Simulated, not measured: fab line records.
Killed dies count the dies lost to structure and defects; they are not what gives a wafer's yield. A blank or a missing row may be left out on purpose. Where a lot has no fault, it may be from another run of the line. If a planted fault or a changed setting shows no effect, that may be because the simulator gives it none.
Chamber matching | flow nand-harc | NHARC_A_ONON_D2_DEP_33 on pecvd-04: 3 sister chambers
The step deposits SiO2, target thk 200 nm. 6 wafers are shown with their chamber, then 7 later ones without.

## WAFERS WITH THEIR CHAMBER
wafer  | chamber | throttle-valve-pct (%) | heater-power-w (W)
L440.5 | 0       | 15.6                   | 726
L442.5 | 0       | 15.7                   | 542
L455.3 | 1       | 16.5                   | 491
L455.5 | 2       | 15.5                   | 658
L460.2 | 2       | 15.1                   | 649
L460.4 | 1       | 15.8                   | 548

## WAFERS WITH NO CHAMBER GIVEN
wafer  | throttle-valve-pct (%) | heater-power-w (W)
L460.5 | 16.0                   | 642
L461.3 | 15.3                   | 651
L461.4 | 15.7                   | 588
L461.6 | 15.2                   | 655
L463.1 | 15.1                   | 642
L463.2 | 15.6                   | 591
L463.6 | 16.3                   | 437

## THE CHAMBER EACH PASSED THROUGH
wafer  | from the rows above          | in truth
L460.5 | can't be placed: 0 or 1 or 2 | 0
L461.3 | can't be placed: 2 or 0      | 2
L461.4 | can't be placed: 0 or 2 or 1 | 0
L461.6 | can't be placed: 2 or 0      | 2
L463.1 | can't be placed: 2 or 0      | 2
L463.2 | can't be placed: 0 or 2 or 1 | 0
L463.6 | 1                            | 1
Correct placement for 1 of the 7. Not placeable from these rows: 6 (in 6, the candidates include the true chamber). Number placed wrongly: 0.
How it was worked out, from the rows above alone: a wafer's distance from a chamber is the root of the sum, over the readings, of the square of ((its reading less the chamber's mean) divided by the reading's scatter). If the next closest chamber is less than 2 further off than the closest, the wafer can't be placed; otherwise it belongs to the closest. The mean given for a chamber averages the wafers shown for that chamber. The scatter: the root of (the sum of the squares of (reading less its chamber's mean) over the shown wafers, divided by (wafers less chambers)).
